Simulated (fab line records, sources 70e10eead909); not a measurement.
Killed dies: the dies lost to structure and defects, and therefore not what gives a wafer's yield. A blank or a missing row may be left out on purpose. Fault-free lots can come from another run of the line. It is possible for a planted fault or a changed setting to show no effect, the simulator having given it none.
What tool caused it? :: flow nand-harc :: 36 wafers from 12 lots sampled at 6 of the route's 1302 steps

== WHAT EACH GAUGE READ, for each wafer ==
NHARC_P_M2_CD_MEAS_16.
lot: L269
measured: day 6 13:34
on: cd-sem-03
cd-nm (nm): 168.7 168.8 170.4

lot: L270
measured: day 6 17:01
on: cd-sem-03
cd-nm (nm): 169.2 169.6 168.6

lot: L271
measured: day 7 05:45
on: cd-sem-03
cd-nm (nm): 170.2 169.0 169.5

lot: L273
measured: day 8 03:22
on: cd-sem-03
cd-nm (nm): 170.1 168.6 170.1

lot: L280
measured: day 11 03:46
on: cd-sem-02
cd-nm (nm): 169.6 170.4 169.2

lot: L284
measured: day 12 13:45
on: cd-sem-03
cd-nm (nm): 170.9 168.5 168.8

lot: L285
measured: day 13 00:42
on: cd-sem-01
cd-nm (nm): 168.7 169.7 169.5

lot: L287
measured: day 13 22:43
on: cd-sem-02
cd-nm (nm): 169.6 171.1 169.7

lot: L288
measured: day 14 08:28
on: cd-sem-01
cd-nm (nm): 168.2 170.6 171.5

lot: L289
measured: day 14 18:14
on: cd-sem-02
cd-nm (nm): 169.3 168.4 168.3

lot: L290
measured: day 15 01:05
on: cd-sem-02
cd-nm (nm): 168.5 170.9 170.1

lot: L292
measured: day 16 06:01
on: cd-sem-01
cd-nm (nm): 168.6 169.3 169.1

NHARC_END_SORT_01.
lot: L271
measured: day 25 05:37
on: prober-01
defect-limited-yield (%): 92.8
killed-at-array: 38
killed-at-other: 1
killed-at-periphery: 10
killed-dies: 49
killed-open: 3
killed-short: 2

lot: L284
measured: day 30 10:06
on: prober-01
defect-limited-yield (%): 89.5 87.3 88.9
killed-at-array: 68 81 67
killed-at-other: 0 0 0
killed-at-periphery: 3 5 8
killed-dies: 71 86 75
killed-open: 7 2 5
killed-short: 1 1 0

lot: L285
measured: day 30 18:37
on: prober-02
defect-limited-yield (%): 88.8 90.1 89.2
killed-at-array: 71 62 72
killed-at-other: 0 0 0
killed-at-periphery: 5 5 1
killed-dies: 76 67 73
killed-open: 3 6 0
killed-short: 3 2 0

== WHAT TOOL EACH LOT RAN ON (gives the tool, then ch and the chambers of the sampled wafers, and finally the start) ==
lot: L269
NHARC_P_M2_ETCH_28: rie-diel-03 ch 2,3, day 6 14:38 or earlier
NHARC_P_M2_ECD_22: ecd-cu-01 ch 0,1, day 6 14:38
NHARC_P_M2_CMP_23: cmp-01 ch 0,2,3, day 6 15:22
NHARC_P_BONDPAD_DEP_00: pecvd-03 ch 0,1,2, day 6 16:23

lot: L270
NHARC_P_M2_ETCH_28: rie-diel-05 ch 0,1,2, day 6 18:08 or earlier
NHARC_P_M2_ECD_22: ecd-cu-02 ch 0,1, day 6 18:08
NHARC_P_M2_CMP_23: cmp-02 ch 1,2,3, day 6 19:25
NHARC_P_BONDPAD_DEP_00: pecvd-03 ch 0,2, day 6 20:37

lot: L271
NHARC_P_M2_ETCH_28: rie-diel-03 ch 0,1,2, day 7 06:52 or earlier
NHARC_P_M2_ECD_22: ecd-cu-01 ch 0,1, day 7 06:52
NHARC_P_M2_CMP_23: cmp-01 ch 0,1,3, day 7 08:13
NHARC_P_BONDPAD_DEP_00: pecvd-03 ch 0,2, day 7 09:22

lot: L273
NHARC_P_M2_ETCH_28: rie-diel-03 ch 1,2,3, day 8 04:32 or earlier
NHARC_P_M2_ECD_22: ecd-cu-02 ch 0,1, day 8 04:32
NHARC_P_M2_CMP_23: cmp-04 ch 0,3, day 8 05:08
NHARC_P_BONDPAD_DEP_00: pecvd-01 ch 1,2, day 8 06:11

lot: L280
NHARC_P_M2_ETCH_28: rie-diel-03 ch 0,1, day 11 04:53 or earlier
NHARC_P_M2_ECD_22: ecd-cu-01 ch 0,1, day 11 04:53
NHARC_P_M2_CMP_23: cmp-01 ch 1,2, day 11 06:24
NHARC_P_BONDPAD_DEP_00: pecvd-03 ch 1,2, no start

lot: L284
NHARC_P_M2_ETCH_28: rie-diel-05 ch 0,2,3, day 12 14:55 or earlier
NHARC_P_M2_ECD_22: ecd-cu-01 ch 0,1, day 12 14:55
NHARC_P_M2_CMP_23: cmp-04 ch 0,2, day 12 15:32
NHARC_P_BONDPAD_DEP_00: pecvd-03 ch 0,2, day 30 10:06 or earlier

lot: L285
NHARC_P_M2_ETCH_28: rie-diel-05 ch 0,1,3, day 13 01:49 or earlier
NHARC_P_M2_ECD_22: ecd-cu-01 ch 0,1, day 13 01:49
NHARC_P_M2_CMP_23: cmp-01 ch 2,3, day 13 02:32
NHARC_P_BONDPAD_DEP_00: pecvd-01 ch 1,2, day 13 03:39

lot: L287
NHARC_P_M2_ETCH_28: rie-diel-03 ch 0,1,3, day 13 23:53 or earlier
NHARC_P_M2_ECD_22: ecd-cu-02 ch 0,1, day 13 23:53
NHARC_P_M2_CMP_23: cmp-01 ch 1,2,3, day 14 00:40
NHARC_P_BONDPAD_DEP_00: pecvd-03 ch 1,2, no start

lot: L288
NHARC_P_M2_ETCH_28: rie-diel-04 ch 1,2,3, day 14 09:34 or earlier
NHARC_P_M2_ECD_22: ecd-cu-01 ch 0, day 14 09:34
NHARC_P_M2_CMP_23: cmp-04 ch 0,1,2, day 14 10:18
NHARC_P_BONDPAD_DEP_00: pecvd-03 ch 0,1, day 14 11:29

lot: L289
NHARC_P_M2_ETCH_28: rie-diel-04 ch 2,3, day 14 19:18 or earlier
NHARC_P_M2_ECD_22: ecd-cu-02 ch 0,1, day 14 19:18
NHARC_P_M2_CMP_23: cmp-04 ch 0,2,3, day 14 20:05
NHARC_P_BONDPAD_DEP_00: pecvd-01 ch 0,2, day 14 21:19

lot: L290
NHARC_P_M2_ETCH_28: rie-diel-04 ch 0,1,2, day 15 02:12 or earlier
NHARC_P_M2_ECD_22: ecd-cu-02 ch 0,1, day 15 02:12
NHARC_P_M2_CMP_23: cmp-01 ch 0,3, day 15 02:52
NHARC_P_BONDPAD_DEP_00: pecvd-01 ch 1,2, day 15 03:58

lot: L292
NHARC_P_M2_ETCH_28: rie-diel-04 ch 0,1,3, day 16 07:05 or earlier
NHARC_P_M2_ECD_22: ecd-cu-01 ch 0,1, day 16 07:05
NHARC_P_M2_CMP_23: cmp-01 ch 0,1,2, day 16 07:54
NHARC_P_BONDPAD_DEP_00: pecvd-02 ch 0, day 16 09:37
- NHARC_P_M2_ETCH_28: etches the open film in CF4/N2, target depth 30 nm, time 72.99 s.
- NHARC_P_M2_ECD_22: material Cu, target thk 400 nm.
- NHARC_P_M2_CMP_23: polishes, t overpolish 20 s, target thk 144.3 nm.
- NHARC_P_BONDPAD_DEP_00: deposits SiCN, target thk 250 nm.

== WHAT THE TOOLS THEMSELVES READ (means of the sampled wafers that have a number; where no wafer has one, the mark that the record gives instead) ==
NHARC_P_M2_ETCH_28.
lot: L269
tool: rie-diel-03
bias-w (W): 99.95
drypump-motor-current-A (A): 5.1
mfc-ar-sccm (sccm): 150.2
oes-product-au (a.u.): 0.987
rf-vpp-V (V): 313.0
showerhead-plenum-p-Torr (Torr): 2.55
throttle-valve-pct (%): 19.802

lot: L270
tool: rie-diel-05
bias-w (W): 99.97
drypump-motor-current-A (A): 5.3
mfc-ar-sccm (sccm): 150.0
oes-product-au (a.u.): 0.997
rf-vpp-V (V): 313.8
showerhead-plenum-p-Torr (Torr): 2.61
throttle-valve-pct (%): 19.787

lot: L271
tool: rie-diel-03
bias-w (W): 99.75
drypump-motor-current-A (A): 5.6
mfc-ar-sccm (sccm): 150.0
oes-product-au (a.u.): 0.997
rf-vpp-V (V): 312.7
showerhead-plenum-p-Torr (Torr): 2.58
throttle-valve-pct (%): 19.799

lot: L273
tool: rie-diel-03
bias-w (W): 99.69
drypump-motor-current-A (A): 5.5
mfc-ar-sccm (sccm): 149.7
oes-product-au (a.u.): 0.992
rf-vpp-V (V): 312.6
showerhead-plenum-p-Torr (Torr): 2.56
throttle-valve-pct (%): 19.802

lot: L280
tool: rie-diel-03
bias-w (W): 99.82
drypump-motor-current-A (A): 5.8
mfc-ar-sccm (sccm): 150.3
oes-product-au (a.u.): 0.998
rf-vpp-V (V): 313.6
showerhead-plenum-p-Torr (Torr): 2.60
throttle-valve-pct (%): 19.799

lot: L284
tool: rie-diel-05
bias-w (W): 99.98
drypump-motor-current-A (A): 5.6
mfc-ar-sccm (sccm): 150.2
oes-product-au (a.u.): 1.002
rf-vpp-V (V): 315.9
showerhead-plenum-p-Torr (Torr): 2.71
throttle-valve-pct (%): 19.798

lot: L285
tool: rie-diel-05
bias-w (W): 100.16
drypump-motor-current-A (A): 5.7
mfc-ar-sccm (sccm): 149.8
oes-product-au (a.u.): 1.005
rf-vpp-V (V): 314.9
showerhead-plenum-p-Torr (Torr): 2.65
throttle-valve-pct (%): 19.798

lot: L287
tool: rie-diel-03
bias-w (W): 99.74
drypump-motor-current-A (A): 5.3
mfc-ar-sccm (sccm): 149.9
oes-product-au (a.u.): 0.983
rf-vpp-V (V): 313.5
showerhead-plenum-p-Torr (Torr): 2.59
throttle-valve-pct (%): 19.799

lot: L288
tool: rie-diel-04
bias-w (W): 99.88
drypump-motor-current-A (A): 5.9
mfc-ar-sccm (sccm): 149.7
oes-product-au (a.u.): 0.993
rf-vpp-V (V): 316.9
showerhead-plenum-p-Torr (Torr): 2.73
throttle-valve-pct (%): 19.783

lot: L289
tool: rie-diel-04
bias-w (W): 100.29
drypump-motor-current-A (A): 5.7
mfc-ar-sccm (sccm): 149.8
oes-product-au (a.u.): 0.994
rf-vpp-V (V): 315.1
showerhead-plenum-p-Torr (Torr): 2.69
throttle-valve-pct (%): 19.793

lot: L290
tool: rie-diel-04
bias-w (W): 99.96
drypump-motor-current-A (A): 6.0
mfc-ar-sccm (sccm): 149.8
oes-product-au (a.u.): 0.993
rf-vpp-V (V): 315.6
showerhead-plenum-p-Torr (Torr): 2.70
throttle-valve-pct (%): 19.793

lot: L292
tool: rie-diel-04
bias-w (W): 100.16
drypump-motor-current-A (A): 6.0
mfc-ar-sccm (sccm): 150.5
oes-product-au (a.u.): 0.998
rf-vpp-V (V): 314.7
showerhead-plenum-p-Torr (Torr): 2.65
throttle-valve-pct (%): 19.791

NHARC_P_M2_CMP_23.
lot: L269
tool: cmp-01
motor-current-A (A): 12.1
time-to-endpoint-s (s): 26

lot: L270
tool: cmp-02
motor-current-A (A): 12.7
time-to-endpoint-s (s): 61

lot: L271
tool: cmp-01
motor-current-A (A): 12.4
time-to-endpoint-s (s): 57

lot: L273
tool: cmp-04
motor-current-A (A): 10.9
time-to-endpoint-s (s): 34

lot: L280
tool: cmp-01
motor-current-A (A): 12.7
time-to-endpoint-s (s): 56

lot: L284
tool: cmp-04
motor-current-A (A): 11.1
time-to-endpoint-s (s): 31

lot: L285
tool: cmp-01
motor-current-A (A): 11.8
time-to-endpoint-s (s): 26

lot: L287
tool: cmp-01
motor-current-A (A): 12.1
time-to-endpoint-s (s): 30

lot: L288
tool: cmp-04
motor-current-A (A): 11.9
time-to-endpoint-s (s): 31

lot: L289
tool: cmp-04
motor-current-A (A): 10.9
time-to-endpoint-s (s): 29

lot: L290
tool: cmp-01
motor-current-A (A): 12.4
time-to-endpoint-s (s): 32

lot: L292
tool: cmp-01
motor-current-A (A): 13.0
time-to-endpoint-s (s): 31

NHARC_P_BONDPAD_DEP_00.
lot: L269
tool: pecvd-03
heater-power-w (W): 536
susceptor-temp-C (C): 369.95

lot: L270
tool: pecvd-03
heater-power-w (W): 590
susceptor-temp-C (C): 370.19

lot: L271
tool: pecvd-03
heater-power-w (W): 548
susceptor-temp-C (C): 370.03

lot: L273
tool: pecvd-01
heater-power-w (W): 599
susceptor-temp-C (C): 370.26

lot: L280
tool: pecvd-03
heater-power-w (W): 502
susceptor-temp-C (C): 369.90

lot: L284
tool: pecvd-03
heater-power-w (W): 618
susceptor-temp-C (C): 369.89

lot: L285
tool: pecvd-01
heater-power-w (W): 633
susceptor-temp-C (C): 369.94

lot: L287
tool: pecvd-03
heater-power-w (W): 504
susceptor-temp-C (C): 370.05

lot: L288
tool: pecvd-03
heater-power-w (W): 546
susceptor-temp-C (C): 370.03

lot: L289
tool: pecvd-01
heater-power-w (W): 649
susceptor-temp-C (C): 370.10

lot: L290
tool: pecvd-01
heater-power-w (W): 661
susceptor-temp-C (C): 370.21

lot: L292
tool: pecvd-02
heater-power-w (W): 578
susceptor-temp-C (C): 369.90

== THE ANSWER, worked out from the rows above alone ==
Rule: usual is defined by the lots themselves. The widest of any qualifying gaps counts: lots, ordered by their means at a reading, are off when they make up no more than a third of the lots, leave a main group of 4 or more, and stand apart from it by 3 or more times the standard deviation of that group's means. A main group is skipped when, at the precision printed for the reading in the tables above, its means are all equal. A lot without any number at a reading at which 4 lots or more have one is off too. The other lots that the step has rows for count as sound. The gauges are gone through in route order, then the tools' own readings, and for those a lot's mean is taken as printed above. At the first step where some lot is off, the reading lying furthest off is the one used; lots without a number count as furthest.
Off: L270, L271, L280 (NHARC_P_M2_CMP_23, time-to-endpoint-s). Mean 30 s and standard deviation 2.5 in the main group.
A tool fits if, at that step or a process step before it, it ran every lot that is off, and no sound lot after the first of them. NHARC_P_M2_ETCH_28: start missing for some lots; hours and lot order therefore follow NHARC_P_M2_ECD_22. Not one of the candidates tried fits.

== WHAT THE SIMULATOR PUT IN ==
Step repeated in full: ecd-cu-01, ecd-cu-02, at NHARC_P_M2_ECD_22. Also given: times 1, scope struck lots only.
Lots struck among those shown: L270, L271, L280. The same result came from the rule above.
